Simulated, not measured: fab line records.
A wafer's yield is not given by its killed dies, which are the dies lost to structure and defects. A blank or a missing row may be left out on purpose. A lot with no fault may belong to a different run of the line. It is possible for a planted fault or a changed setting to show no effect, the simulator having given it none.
Which of the tools did it?	flow n5Finfet	Sampling: 9 lots, 26 wafers, 6 of 1938 route steps

WHAT THE GAUGES READ, wafer by wafer
N5_HKMG_FIN_INSPECT_28: inspects for defects (darkfield). Usual: rawDefectCount 42, standard deviation 16.
lot	measured	on	rawDefectCount	flag
L369	day 4 07:07	defectInspect-02	38 58 30	
L371	day 5 05:13	defectInspect-01	49 33 52	
L376	day 6 05:08	defectInspect-02	49 43 18	
L378	day 6 18:15	defectInspect-01	44 26 69	
L379	day 6 23:23	defectInspect-01	32 30 31	
L380	day 7 04:16	defectInspect-01	39 21 41	
L387	day 8 22:26	defectInspect-01	63 76 48	
L389	day 9 07:12	defectInspect-01	27 31	
L392	day 9 23:55	defectInspect-01	39 39 70	

N5_MOL_CONTACT_COAG_THK_MEAS_29. Usual: MD_CAP_THK gives 17.93 nm (standard deviation 0.092).
lot	measured	on	MD_CAP_THK (nm)	flag
L369	day 4 23:58	filmMetro-02	17.80 17.80 17.86	
L371	day 6 00:23	filmMetro-01	17.96 18.05 17.94	
L376	day 6 21:21	filmMetro-01	18.10 18.14 18.10	
L378	day 7 09:53	filmMetro-02	17.88 17.79 17.80	
L379	day 7 15:44	filmMetro-01	18.03 17.96 17.94	
L380	day 7 20:49	filmMetro-02	18.03 18.06 17.87	
L387	day 9 15:18	filmMetro-02	17.91 18.06 27.13	OFF
L389	day 10 00:35	filmMetro-02	17.99 27.11	OFF
L392	day 10 18:15	filmMetro-02	17.94 17.96 17.89	

EACH LOT AND THE TOOL THAT RAN IT (in order: tool; ch and the chambers of the sampled wafers; start)
lot	N5_HKMG_FIN_ETCHBACK_68	N5_HKMG_FIN_CMP_23	N5_GATE_CUT_SAC_CAP_01	N5_GATE_CUT_ETCH_19
L369	rieMetal-01 ch 0,1, day 4 05:23	cmp-03 ch 1,2, day 4 06:29	aldSin-03 ch 0,1, day 4 07:46	rieDiel-01 ch 0,1,3, day 4 11:17
L371	rieMetal-02 ch 1, day 5 03:20	cmp-02 ch 0,2,3, day 5 04:30	aldSin-02 ch 0,1,2, day 5 07:56	rieDiel-05 ch 0,1,2, day 5 11:17
L376	rieMetal-01 ch 0,1, day 6 03:22	cmp-04 ch 0,1,3, day 6 04:35	aldSin-04 ch 2,3, day 6 05:47	rieDiel-06 ch 1,2,3, day 6 09:08
L378	rieMetal-01 ch 0,1, day 6 16:28	cmp-02 ch 1,2, day 6 17:32	aldSin-03 ch 0,2,3, day 6 18:55	rieDiel-05 ch 0,2,3, day 6 22:29
L379	rieMetal-03 ch 0,1, day 6 21:38	cmp-03 ch 0,1,3, day 6 22:46	aldSin-04 ch 0,2,3, day 7 00:09	rieDiel-01 ch 0,2, day 7 03:31
L380	rieMetal-02 ch 0,1, day 7 02:29	cmp-03 ch 1,2, day 7 03:32	aldSin-03 ch 0,2, day 7 05:32	rieDiel-06 ch 0,2,3, day 7 08:53
L387	rieMetal-02 ch 0,1, day 8 20:40	cmp-02 ch 1,2,3, day 8 21:44	aldSin-03 ch 0,1,3, day 8 23:05	rieDiel-01 ch 0,1,3, day 9 02:34
L389	rieMetal-03 ch 1, day 9 05:26	cmp-02 ch 0,3, day 9 06:29	aldSin-03 ch 1,2, day 9 07:58	rieDiel-06 ch 1, day 9 12:10
L392	rieMetal-03 ch 0,1, day 9 22:09	cmp-04 ch 1,2,3, day 9 23:17	aldSin-04 ch 0,2,3, day 10 00:43	rieDiel-01 ch 1,2, day 10 04:03
- N5_HKMG_FIN_ETCHBACK_68: etches the open film in Cl2/Ar, stops on HfO2, target depth 0.5 nm.
- N5_HKMG_FIN_CMP_23: polishes, stops on SiNx, t overpolish 10 s, target thk 46.326 nm.
- N5_GATE_CUT_SAC_CAP_01: material SiNx, target thk 24 nm, pulse time 1 s, ald cycles 480.
- N5_GATE_CUT_ETCH_19: etches SiNx in CH3F/O2, target depth 53.7 nm, time 76.7 s.

AS READ BY THE TOOLS THEMSELVES (means over the sampled wafers that have a number; for cases with no such wafer, the mark the record gives instead)
N5_HKMG_FIN_ETCHBACK_68. Usual: chamberPressureMTorr 10.000 mTorr, standard deviation 0.0089; drypumpMotorCurrentA 5.8 A, standard deviation 0.4; oesProductAu 0.70 a.u., standard deviation 0.095; throttleValvePct 20.93 %, standard deviation 0.19.
lot	tool	chamberPressureMTorr (mTorr)	drypumpMotorCurrentA (A)	oesProductAu (a.u.)	throttleValvePct (%)	flag
L369	rieMetal-01	10.003	5.5	0.65	20.90	
L371	rieMetal-02	9.997	6.4	0.64	20.68	
L376	rieMetal-01	9.992	5.4	0.68	20.82	
L378	rieMetal-01	9.998	5.5	0.65	20.90	
L379	rieMetal-03	9.998	5.5	0.70	21.05	
L380	rieMetal-02	9.986	6.4	0.69	20.80	
L387	rieMetal-02	10.004	6.4	0.79	20.81	
L389	rieMetal-03	9.998	5.5	0.76	21.26	
L392	rieMetal-03	10.000	5.6	0.68	21.07	

N5_HKMG_FIN_CMP_23. Usual: motorCurrentA 11.8 A, standard deviation 0.89; overpolishRunS 10.000 s, standard deviation 0.0087; platenRpm 50.29 rpm, standard deviation 0.031; timeToEndpointS 12.2 s, standard deviation 2.2.
lot	tool	motorCurrentA (A)	overpolishRunS (s)	platenRpm (rpm)	timeToEndpointS (s)	flag
L369	cmp-03	10.7	9.996	50.27	13.3	
L371	cmp-02	12.1	10.004	50.26	12.0	
L376	cmp-04	11.2	9.993	50.28	9.7	
L378	cmp-02	12.7	10.002	50.28	12.3	
L379	cmp-03	11.7	10.000	50.27	12.4	
L380	cmp-03	11.3	9.993	50.30	14.5	
L387	cmp-02	11.5	10.001	50.32	14.5	
L389	cmp-02	11.9	9.997	50.25	13.6	
L392	cmp-04	11.4	10.010	50.30	8.9	

N5_GATE_CUT_SAC_CAP_01. Usual: heaterPowerW 891 W, standard deviation 110; precursorPulseHeightRel 1.000, standard deviation 0.02.
lot	tool	heaterPowerW (W)	precursorPulseHeightRel	flag
L369	aldSin-03	818	0.986	
L371	aldSin-02	824	0.999	
L376	aldSin-04	962	0.995	
L378	aldSin-03	854	1.001	
L379	aldSin-04	987	1.026	
L380	aldSin-03	817	0.988	
L387	aldSin-03	837	1.026	
L389	aldSin-03	790	1.021	
L392	aldSin-04	1002	1.014	

N5_GATE_CUT_ETCH_19. Usual: chamberPressureMTorr is 30.003 mTorr with standard deviation 0.026, drypumpMotorCurrentA is 5.9 A with standard deviation 0.37, etchRfOnTimeS is 77.4 s with standard deviation 1.4, oesProductAu is 0.64 a.u. with standard deviation 0.049, rfVppV is 298 V with standard deviation 5.2, showerheadPlenumPTorr is 2.02 Torr with standard deviation 0.081, and throttleValvePct is 16.35 % with standard deviation 0.2.
lot	tool	chamberPressureMTorr (mTorr)	drypumpMotorCurrentA (A)	etchRfOnTimeS (s)	oesProductAu (a.u.)	rfVppV (V)	showerheadPlenumPTorr (Torr)	throttleValvePct (%)	flag
L369	rieDiel-01	30.010	5.8	76.5	0.69	299	2.10	16.20	
L371	rieDiel-05	30.010	5.8	78.1	0.62	301	1.97	16.36	
L376	rieDiel-06	29.986	6.2	77.2	0.69	297	2.03	16.29	
L378	rieDiel-05	29.997	5.6	77.9	0.61	302	2.02	16.54	
L379	rieDiel-01	30.000	6.1	78.1	0.65	292	1.98	16.28	
L380	rieDiel-06	30.018	5.8	79.1	0.62	295	1.97	16.53	
L387	rieDiel-01	29.982	5.8	70.6	0.66	299	2.09	16.26	OFF
L389	rieDiel-06	29.984	5.8	68.0	0.73	299	2.05	16.34	OFF
L392	rieDiel-01	29.983	6.3	75.8	0.64	301	2.03	16.11	

THE ANSWER, worked out from the rows above alone
Rule: lot off if the mean of its wafers having a number is beyond 3 standard deviations from the usual mean. Also off: a lot with no number at a reading for which 4 or more lots have one. Any other lot the step has rows for is counted as sound. The gauges are gone through in route order, then the tools' own readings, and for those a lot's mean is taken as printed above. The first step at which some lot is off is used, and at that step the reading that is off furthest; a lot without a number counts as furthest.
Off: at N5_MOL_CONTACT_COAG_THK_MEAS_29 (MD_CAP_THK), L387, L389.
A tool fits if, at a process step before that reading, it ran every lot that is off, and no sound lot after the first of them. Not tried: the gauges at N5_MOL_CONTACT_COAG_THK_MEAS_29; whatever is off there is also off at N5_GATE_CUT_ETCH_19, on other tools, and gauge error can't account for it. Undecided on this evidence; 2 tools fit (cmp-02 at N5_HKMG_FIN_CMP_23, aldSin-03 at N5_GATE_CUT_SAC_CAP_01).

WHAT THE SIMULATOR HAD INSERTED
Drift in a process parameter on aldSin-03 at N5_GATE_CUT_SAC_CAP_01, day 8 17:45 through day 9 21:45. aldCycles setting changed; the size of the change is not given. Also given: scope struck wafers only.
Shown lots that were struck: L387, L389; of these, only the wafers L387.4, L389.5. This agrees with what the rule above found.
